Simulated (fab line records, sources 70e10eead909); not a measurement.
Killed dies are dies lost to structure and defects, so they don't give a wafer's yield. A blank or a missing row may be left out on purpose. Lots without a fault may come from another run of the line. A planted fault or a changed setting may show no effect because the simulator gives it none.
Chamber matching | flow nand_harc | NHARC_A_STAIRCASE_DESCUM_252 on rie_diel-13: 4 sister chambers
The step chemistry O2, time 3 s. 4 wafers are shown with their chamber, then 9 later ones without.

WAFERS WITH THEIR CHAMBER
wafer  | chamber | drypump_motor_current_A (A)
L087.5 | 2       | 6.3
L090.1 | 0       | 5.4
L090.2 | 1       | 6.4
L090.6 | 3       | 5.4

WAFERS WITHOUT THEIR CHAMBER
wafer  | drypump_motor_current_A (A)
L089.1 | 6.3
L089.2 | 5.3
L089.4 | 6.4
L091.1 | 5.4
L091.5 | 5.3
L091.6 | 6.3
L093.1 | 6.5
L093.2 | 6.3
L093.3 | 5.4

WHICH CHAMBER EACH WENT THROUGH
wafer  | from the rows above     | in truth
L089.1 | can't be placed: 2 or 1 | 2
L089.2 | can't be placed: 0 or 3 | 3
L089.4 | can't be placed: 1 or 2 | 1
L091.1 | can't be placed: 0 or 3 | 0
L091.5 | can't be placed: 0 or 3 | 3
L091.6 | can't be placed: 2 or 1 | 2
L093.1 | can't be placed: 1 or 2 | 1
L093.2 | can't be placed: 2 or 1 | 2
L093.3 | can't be placed: 0 or 3 | 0
Placed correctly: 0 of 9. Can't be placed from these rows: 9 (the true chamber is among the candidates in 9). Placed wrongly: 0.
How it was worked out, from the rows above alone: a wafer's distance from a chamber is the root of the sum, over the readings, of the square of ((its reading less the chamber's mean) divided by the reading's scatter). The wafer belongs to the nearest chamber; if the next one is less than 2 further off, it can't be placed. A chamber's mean is the mean of its shown wafers. The scatter: with one shown wafer a chamber, the root of the mean of the squares of how far each hidden wafer lies from its nearest shown one.
